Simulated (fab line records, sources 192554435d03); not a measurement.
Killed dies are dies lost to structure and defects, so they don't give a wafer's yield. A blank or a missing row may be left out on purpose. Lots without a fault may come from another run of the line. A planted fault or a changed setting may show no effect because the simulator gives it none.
Which tool did it? | flow n5_finfet | 6 lots, 17 wafers sampled, at 2 steps of a route of 1938

WHAT THE GAUGES READ, wafer by wafer
N5_DUMMY_GATE_OVL_MEAS_16.
lot  | measured    | on         | GATE_OVL (nm)
L935 | day 3 11:28 | overlay-02 | 0.6 0.3 -0.4
L945 | day 6 01:09 | overlay-01 | -0.9 -0.9 0.7
L949 | day 6 22:45 | overlay-02 | 0.9 1.5
L952 | day 7 15:59 | overlay-01 | 0.4 -0.3 -0.7
L954 | day 8 05:02 | overlay-02 | 0.7 0.3 0.1
L956 | day 8 15:55 | overlay-01 | -1.4 -0.5 -1.7

WHICH TOOL RAN EACH LOT (tool, then ch and the chambers of the sampled wafers, then the start)
lot  | N5_STI_FIN_REVEAL_ETCHBACK_08
L935 | rie_diel-03 ch 0,2,3, day 2 23:46
L945 | rie_diel-02 ch 0,2,3, day 5 13:14
L949 | rie_diel-02 ch 1,2, day 6 10:37
L952 | rie_diel-03 ch 0,2,3, day 7 04:14
L954 | rie_diel-03 ch 0,2,3, day 7 17:19
L956 | rie_diel-06 ch 1,2,3, day 8 04:20
- N5_STI_FIN_REVEAL_ETCHBACK_08: etches SiO2 in C4F6/O2, target depth 30.5 nm, time 10.167 s.

THE ANSWER, worked out from the rows above alone
Rule: what is usual is taken from the lots themselves. Put in order of their means at a reading, lots are off if they are a third of the lots or fewer, leave a main group of 4 or more, and stand apart from it by a gap of 3 or more times the standard deviation of the main group's means; of several such gaps the widest counts. A main group whose means are all the same, to the digits that the tables above print for the reading, isn't used. A lot without any number at a reading at which 4 lots or more have one is off too. The other lots that the step has rows for count as sound.
No lot is off at any reading shown: from this, nothing can be told.

WHAT THE SIMULATOR HAD PUT IN
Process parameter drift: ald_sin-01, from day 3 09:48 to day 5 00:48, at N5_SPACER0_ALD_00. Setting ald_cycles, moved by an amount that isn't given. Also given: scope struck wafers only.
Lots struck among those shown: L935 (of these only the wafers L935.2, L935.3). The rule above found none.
